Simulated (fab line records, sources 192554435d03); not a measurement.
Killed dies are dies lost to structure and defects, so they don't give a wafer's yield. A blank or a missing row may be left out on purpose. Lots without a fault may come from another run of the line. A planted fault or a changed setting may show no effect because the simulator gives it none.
Chamber matching | flow n5_finfet | N5_BEOL_M1_ILD_DEP_00 on pecvd-01: 3 sister chambers
The step deposits SiOC from DEMS/O2, target thk 79 nm, time 15.3 s. 6 wafers are shown with their chamber, then 10 later ones without.

WAFERS WITH THEIR CHAMBER
wafer  | chamber | throttle_valve_pct (%) | heater_power_w (W)
L085.5 | 1       | 12.0                   | 346
L086.1 | 0       | 13.1                   | 471
L086.3 | 2       | 11.7                   | 451
L086.4 | 0       | 13.1                   | 459
L087.2 | 1       | 11.7                   | 336
L087.3 | 2       | 11.8                   | 453

WAFERS WITHOUT THEIR CHAMBER
wafer  | throttle_valve_pct (%) | heater_power_w (W)
L087.4 | 13.0                   | 383
L088.2 | 12.9                   | 412
L088.5 | 11.8                   | 396
L088.6 | 13.0                   | 421
L090.1 | 11.9                   | 348
L090.2 | 12.6                   | 417
L090.3 | 12.1                   | 435
L096.2 | 12.8                   | 387
L096.4 | 13.1                   | 386
L096.6 | 12.2                   | 369

WHICH CHAMBER EACH WENT THROUGH
wafer  | from the rows above     | in truth
L087.4 | can't be placed: 1 or 0 | 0
L088.2 | 0                       | 0
L088.5 | can't be placed: 1 or 2 | 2
L088.6 | 0                       | 0
L090.1 | 1                       | 1
L090.2 | can't be placed: 0 or 2 | 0
L090.3 | 2                       | 2
L096.2 | 1                       | 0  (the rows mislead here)
L096.4 | can't be placed: 1 or 0 | 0
L096.6 | 1                       | 1
Placed correctly: 5 of 10. Can't be placed from these rows: 4 (the true chamber is among the candidates in 4). Placed wrongly: 1.
How it was worked out, from the rows above alone: a wafer's distance from a chamber is the root of the sum, over the readings, of the square of ((its reading less the chamber's mean) divided by the reading's scatter). The wafer belongs to the nearest chamber; if the next one is less than 2 further off, it can't be placed. A chamber's mean is the mean of its shown wafers. The scatter: the root of (the sum of the squares of (reading less its chamber's mean) over the shown wafers, divided by (wafers less chambers)).
